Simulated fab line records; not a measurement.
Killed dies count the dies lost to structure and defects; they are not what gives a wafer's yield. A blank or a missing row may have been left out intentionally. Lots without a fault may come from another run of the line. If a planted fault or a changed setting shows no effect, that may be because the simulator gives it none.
The same fault as seen by 2 desks + flow nand harc + what lay behind the numbers comes last; until then each desk has only its own

DESK OF THE TOOL OWNER: litho track-06
The tool's own readings at NHARC_P_M1_PEB_07 (peb time 65 s): means of the sampled wafers that have a number, for each lot that ran on this tool. The brackets show how far a lot's mean lies from the usual mean; more than 4 standard deviations puts the lot out of limits, marked OUT.
Columns: A = exhaust pa at NHARC_P_M1_PEB_07, usual 45.0 Pa; B = heater power total W at NHARC_P_M1_PEB_07, usual 156.7 W; C = resist line temp C at NHARC_P_M1_PEB_07, usual 23.00 C
| lot  | first seen here | A    | B               | C     |
|------|-----------------|------|-----------------|-------|
| L900 | day 8 20:50     | 46.2 | 157.0           | 22.94 |
| L902 | day 9 14:41     | 45.9 | 157.0           | 23.01 |
| L904 | day 10 20:28    | 44.2 | 163.1 (+15) OUT | 23.06 |
| L906 | day 11 07:12    | 44.6 | 163.3 (+16) OUT | 23.04 |
This desk's finding: out of limits on L904, L906; first on L904, day 10 20:28 (heater power total W at NHARC_P_M1_PEB_07). L900, L902 stayed within limits.

AT THE METROLOGY DESK
Means of the sampled wafers that have a number, per lot and without regard to the tool the lot ran on: this is what the gauges read. The brackets show how far a lot's mean lies from the usual mean; more than 4 standard deviations puts the lot out of limits, marked OUT.
Columns: A = cd nm at NHARC_P_M1_CD_MEAS_09, usual 130.0 nm
| lot  | first seen here | A                |
|------|-----------------|------------------|
| L894 | day 6 00:38     | 129.9            |
| L897 | day 7 11:25     | 129.8            |
| L900 | day 8 20:55     | 129.7            |
| L902 | day 9 14:46     | 129.4            |
| L904 | day 10 20:33    | 126.1 (-5.7) OUT |
| L906 | day 11 07:17    | 127.1 (-4.2) OUT |
| L910 | day 12 23:11    | 129.3            |
| L911 | day 13 09:55    | 130.0            |
| L912 | day 13 21:11    | 130.0            |
| L913 | day 13 22:04    | 131.2            |
| L914 | day 14 08:34    | 130.2            |
| L917 | day 15 20:13    | 130.2            |
This desk's finding: out of limits on L904, L906; first on L904, day 10 20:33 (cd nm at NHARC_P_M1_CD_MEAS_09). L894, L897, L900, L902, L910, L911, L912, L913, L914, L917 stayed within limits.

PUT TOGETHER
On L904, L906, at day 10 20:28, an alarm was possible from the tool owner's desk.
An alarm was possible from the metrology desk at day 10 20:33, on L904, L906.
The lots listed all ran NHARC_P_M1_PEB_07 on litho track-06.

WHAT THE SIMULATOR HAD INSERTED
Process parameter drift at NHARC_P_M1_PEB_07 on litho track-06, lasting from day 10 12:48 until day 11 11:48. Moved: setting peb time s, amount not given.
Struck lots among those shown: L904, L906.
Delay (hours) between the fault's onset and each desk's first out-of-limits reading: 8 at the tool owner's desk, 8 at the metrology desk.
